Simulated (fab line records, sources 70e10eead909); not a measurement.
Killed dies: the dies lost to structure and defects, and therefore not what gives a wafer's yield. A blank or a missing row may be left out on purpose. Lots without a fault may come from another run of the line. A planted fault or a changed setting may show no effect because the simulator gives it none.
Which tool is to blame? -- flow nandHarc -- 12 lots with 36 wafers sampled at 3 steps, on a route of 1159 steps

== WHAT THE GAUGES SHOWED, per wafer ==
NHARC_P_GATE_OVL_MEAS_27.
lot,measured,on,overlayXNm (nm),overlayYNm (nm)
L336,day 4 18:41,overlay-01,1.1 1.2 0.4,-0.1 0.1 -0.3
L338,day 5 00:35,overlay-02,-0.2 -0.3 0.1,-0.5 0.0 0.8
L337,day 5 04:12,overlay-02,0.0 0.4 0.2,0.1 0.3 -0.2
L340,day 5 14:46,overlay-01,0.3 0.0 0.3,-1.1 -1.1 -0.2
L343,day 6 13:43,overlay-02,-1.1 -0.6 -0.9,0.2 0.0 0.0
L345,day 6 17:58,overlay-01,0.2 -0.2 0.1,-0.6 -0.4 -0.6
L344,day 6 18:07,overlay-02,1.7 1.7 1.5,0.0 0.8 0.1
L354,day 9 06:58,overlay-02,1.2 1.1 1.2,0.8 0.5 0.4
L356,day 9 15:43,overlay-02,-0.1 0.3 -0.1,1.0 0.4 0.7
L355,day 9 16:13,overlay-02,0.6 0.5 0.1,-0.2 0.0 -0.5
L357,day 10 00:16,overlay-02,1.3 1.0 1.0,0.2 0.4 0.2
L359,day 10 05:33,overlay-02,-1.4 -0.4 -0.8,1.6 0.8 1.2

NHARC_P_GATE_CD_MEAS_91: the cd target is 2000 nm.
lot,measured,on,cdNm (nm)
L336,day 5 12:55,cdSem-03,1998.9 1996.3 1999.1
L338,day 5 16:22,cdSem-01,2001.8 1999.9 2004.0
L337,day 5 21:55,cdSem-03,2001.1 2004.3 2000.7
L340,day 6 06:02,cdSem-02,1999.8 2000.6 1998.8
L343,day 7 07:06,cdSem-03,2000.3 1999.7 1998.9
L345,day 7 10:13,cdSem-02,2000.5 1999.8 2002.0
L344,day 7 11:07,cdSem-03,1896.1 1896.0 1894.7 1896.1 1896.0 1894.5
L354,day 10 00:32,cdSem-03,1997.0 2001.1 2000.9
L356,day 10 07:17,cdSem-03,1999.9 1999.8 1999.7
L355,day 10 07:38,cdSem-01,2000.0 2002.7 2000.0
L357,day 10 16:01,cdSem-02,2000.4 2000.9 1999.7
L359,day 10 21:09,cdSem-03,1998.9 1999.8 1997.8

== WHAT TOOL EACH LOT RAN ON (gives the tool, then ch and the chambers of the sampled wafers, and finally the start) ==
lot,NHARC_P_GATE_EXPOSE_88
L336,"krfScanner-02 ch 0, day 5 12:45"
L338,"krfScanner-04 ch 0, day 5 16:12"
L337,"krfScanner-02 ch 0, day 5 21:45"
L340,"krfScanner-02 ch 0, day 6 05:53"
L343,"krfScanner-02 ch 0, day 7 06:57"
L345,"krfScanner-02 ch 0, day 7 10:04"
L344,"krfScanner-02 ch 0, day 7 10:58"
L354,"krfScanner-02 ch 0, day 10 00:23"
L356,"krfScanner-04 ch 0, day 10 07:07"
L355,"krfScanner-03 ch 0, day 10 07:29"
L357,"krfScanner-03 ch 0, day 10 15:52"
L359,"krfScanner-03 ch 0, day 10 20:59"
- NHARC_P_GATE_EXPOSE_88: exposes mask P HVN, target cd 2000 nm.

== WHAT THE TOOLS THEMSELVES READ (means of the sampled wafers that have a number; where no wafer has one, the mark that the record gives instead) ==
NHARC_P_GATE_EXPOSE_88.
lot,tool,reticleTempC (C)
L336,krfScanner-02,23.04
L338,krfScanner-04,23.09
L337,krfScanner-02,23.05
L340,krfScanner-02,23.02
L343,krfScanner-02,22.92
L345,krfScanner-02,22.99
L344,krfScanner-02,22.89
L354,krfScanner-02,23.06
L356,krfScanner-04,23.02
L355,krfScanner-03,23.04
L357,krfScanner-03,23.01
L359,krfScanner-03,23.04

== THE ANSWER, worked out from the rows above alone ==
Rule: the usual values come from the lots themselves. The widest of any qualifying gaps counts: lots, ordered by their means at a reading, are off when they make up no more than a third of the lots, leave a main group of 4 or more, and stand apart from it by 3 or more times the standard deviation of that group's means. A main group is skipped when, at the precision printed for the reading in the tables above, its means are all equal. A lot without any number at a reading at which 4 lots or more have one is off too. All remaining lots with rows at the step are treated as sound. Order of review: gauges by route order, followed by the tools' own readings, for which a lot's mean as printed above is used. At the first step where some lot is off, the reading lying furthest off is the one used; lots without a number count as furthest.
Off: L344, at NHARC_P_GATE_CD_MEAS_91 (cdNm). Main group: mean 2000.2 nm, sd 1.1.
If a tool, at a process step before that reading, ran all the lots that are off and no sound lot after the first of them, it fits. Gauges at NHARC_P_GATE_CD_MEAS_91: tried the same way as those tools. No candidate that was tried fits.

== WHAT THE SIMULATOR HAD INSERTED ==
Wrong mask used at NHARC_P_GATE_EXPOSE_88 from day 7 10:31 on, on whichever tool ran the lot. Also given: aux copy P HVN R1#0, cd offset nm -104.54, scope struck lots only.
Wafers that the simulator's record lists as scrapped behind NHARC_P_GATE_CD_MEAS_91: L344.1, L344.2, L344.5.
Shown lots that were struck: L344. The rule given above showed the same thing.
